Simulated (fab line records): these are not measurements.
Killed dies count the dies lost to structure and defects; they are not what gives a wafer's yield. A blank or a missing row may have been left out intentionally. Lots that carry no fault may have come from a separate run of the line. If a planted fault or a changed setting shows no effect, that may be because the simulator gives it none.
Chamber matching ; flow n5Finfet ; 4 sister chambers for N5_BEOL_M0_SAQP_HM_OPEN_112 on rieDiel-05
The step chemistry CHF3/O2, target SiO2, stops on a-Si, target depth 12 nm, time 13.5 s. 18 wafers are shown with their chamber, then 9 later ones without.

## WAFERS, EACH WITH ITS CHAMBER
wafer;chamber;drypumpMotorCurrentA (A);showerheadPlenumPTorr (Torr);throttleValvePct (%)
L075.3;2;5.7;2.49;19.02
L075.5;2;5.7;2.49;19.01
L075.6;3;5.7;2.55;18.75
L078.1;1;5.8;2.50;18.87
L078.3;3;5.7;2.55;18.78
L078.5;2;5.7;2.48;19.03
L082.1;0;5.2;2.44;19.07
L082.3;1;5.8;2.50;18.89
L082.4;3;5.7;2.55;18.80
L083.1;1;5.8;2.50;18.88
L083.3;3;5.7;2.54;18.79
L083.6;3;5.7;2.54;18.81
L086.1;2;5.7;2.48;19.04
L086.2;1;5.8;2.50;18.88
L086.6;2;5.6;2.48;19.04
L087.3;0;5.2;2.44;19.08
L087.5;3;5.7;2.54;18.82
L087.6;0;5.2;2.44;19.07

SIGNATURES (means of the wafers above)
reading;chamber 0;chamber 1;chamber 2;chamber 3;scatter within a chamber
drypumpMotorCurrentA;5.200;5.800;5.680;5.700;0.0239
showerheadPlenumPTorr;2.4400;2.5000;2.4840;2.5450;0.00439
throttleValvePct;19.0733;18.8800;19.0280;18.7917;0.017
Rule: for each reading, subtract the chamber's mean from the wafer's reading, divide by that reading's scatter and square the result; add these up over the readings and take the root, which gives the wafer's distance from the chamber. The wafer belongs to the nearest chamber; if the next one is less than 2 further off, it can't be placed. The scatter: the root of (the sum of the squares of (reading less its chamber's mean) over the shown wafers, divided by (wafers less chambers)).

## WAFERS MISSING THEIR CHAMBER
wafer;drypumpMotorCurrentA (A);showerheadPlenumPTorr (Torr);throttleValvePct (%)
L088.1;5.2;2.44;19.08
L088.3;5.7;2.48;19.05
L088.5;5.2;2.44;19.06
L089.3;5.3;2.44;19.07
L089.5;5.8;2.50;18.91
L089.6;5.3;2.44;19.08
L090.1;5.8;2.50;18.90
L090.2;5.7;2.54;18.83
L090.4;5.2;2.44;19.08

## WHICH CHAMBER EACH WENT THROUGH
wafer;from the rows above;in truth
L088.1;0;0
L088.3;2;2
L088.5;0;0
L089.3;0;0
L089.5;1;1
L089.6;0;0
L090.1;1;1
L090.2;3;3
L090.4;0;0
Correctly placed: 9 of 9. From these rows, 0 cannot be placed. 0 placed wrongly.
